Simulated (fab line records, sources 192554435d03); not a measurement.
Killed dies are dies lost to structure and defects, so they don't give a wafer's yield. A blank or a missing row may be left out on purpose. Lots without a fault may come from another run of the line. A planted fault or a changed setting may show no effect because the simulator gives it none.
One fault seen from 2 desks | flow n5_finfet | each desk has only its own numbers; what lay behind them comes last

THE TOOL OWNER'S DESK: pvd_sputter-01
The tool's own readings at N5_BEOL_M1_SPUTTER_90 (material Cu, target thk 4.5 nm, time 8.29 s): means of the sampled wafers that have a number, for each lot that ran on this tool. A lot is out of limits, marked OUT, if its mean lies more than 4 standard deviations from the usual mean; the brackets give that distance.
Columns: A = chamber_pressure_pa at N5_BEOL_M1_SPUTTER_90, usual 0.07002 Pa; B = throttle_valve_pct at N5_BEOL_M1_SPUTTER_90, usual 30.2 %
lot  | first seen here | A                 | B
L591 | day 7 10:08     | 0.06995           | 29.6
L593 | day 7 13:54     | 0.06998           | 28.8
L599 | day 8 19:59     | 0.07010           | 29.5
L601 | day 9 06:23     | 0.06688 (-24) OUT | 30.1
L604 | day 10 00:20    | 0.06703 (-23) OUT | 31.0
This desk's finding: out of limits on L601, L604; first on L601, day 9 06:23 (chamber_pressure_pa at N5_BEOL_M1_SPUTTER_90). In limits: L591, L593, L599.

THE METROLOGY DESK
What the gauges read, lot by lot, whatever tool the lot ran on: means of the sampled wafers that have a number. A lot is out of limits, marked OUT, if its mean lies more than 4 standard deviations from the usual mean; the brackets give that distance. Of its 10 readings 7 are shown: those that lie furthest out on some lot.
Columns: A = DIBL_N at N5_BEOL_M4_RC_MEAS_101, usual 36.6 mV/V; B = IOFF_P at N5_BEOL_M4_RC_MEAS_101, usual 0.22 nA/um; C = ION_P at N5_BEOL_M4_RC_MEAS_101, usual 462 uA/um; D = SS_N at N5_BEOL_M4_RC_MEAS_101, usual 71.6 mV/dec; E = SS_P at N5_BEOL_M4_RC_MEAS_101, usual 73.5 mV/dec; F = VT_N at N5_BEOL_M4_RC_MEAS_101, usual 250 mV; G = VT_P at N5_BEOL_M4_RC_MEAS_101, usual -250 mV
lot  | first seen here | A    | B    | C   | D    | E    | F   | G
L591 | day 9 10:38     | 38.2 | 0.22 | 462 | 72.2 | 73.3 | 249 | -250
L590 | day 9 11:10     | 36.6 | 0.27 | 470 | 70.7 | 73.6 | 248 | -245
L594 | day 9 15:41     | 34.8 | 0.16 | 448 | 71.1 | 72.5 | 255 | -257
L593 | day 9 21:14     | 35.8 | 0.20 | 465 | 71.2 | 73.1 | 252 | -251
L598 | day 10 22:46    | 36.1 | 0.21 | 464 | 71.4 | 73.7 | 253 | -249
L599 | day 11 09:17    | 36.7 | 0.22 | 463 | 71.3 | 73.7 | 250 | -250
L601 | day 11 14:56    | 34.2 | 0.20 | 462 | 71.6 | 72.8 | 251 | -251
L604 | day 12 15:44    | 36.2 | 0.21 | 458 | 72.1 | 73.4 | 251 | -250
L611 | day 14 14:19    | 36.3 | 0.22 | 466 | 71.4 | 73.3 | 250 | -249
L613 | day 14 16:10    | 37.5 | 0.24 | 465 | 71.9 | 73.7 | 249 | -249
This desk's finding: nothing out of limits on any of the 10 lots.

PUT TOGETHER
The tool owner's desk could have raised an alarm at day 9 06:23, on L601, L604.
The metrology desk saw nothing out of limits.
The metrology desk has L601, L604 on record, within its limits.
Of the lots named, all ran N5_BEOL_M1_SPUTTER_90 on pvd_sputter-01.

WHAT THE SIMULATOR HAD PUT IN
Process parameter drift: pvd_sputter-01, from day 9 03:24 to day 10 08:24, at N5_BEOL_M1_SPUTTER_90. Setting chamber_pressure_pa, moved by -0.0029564, from 0.07. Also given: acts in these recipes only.
Lots struck among those shown: L601, L604.
Hours from the fault's start to each desk's first reading out of limits: the tool owner's desk, 3.
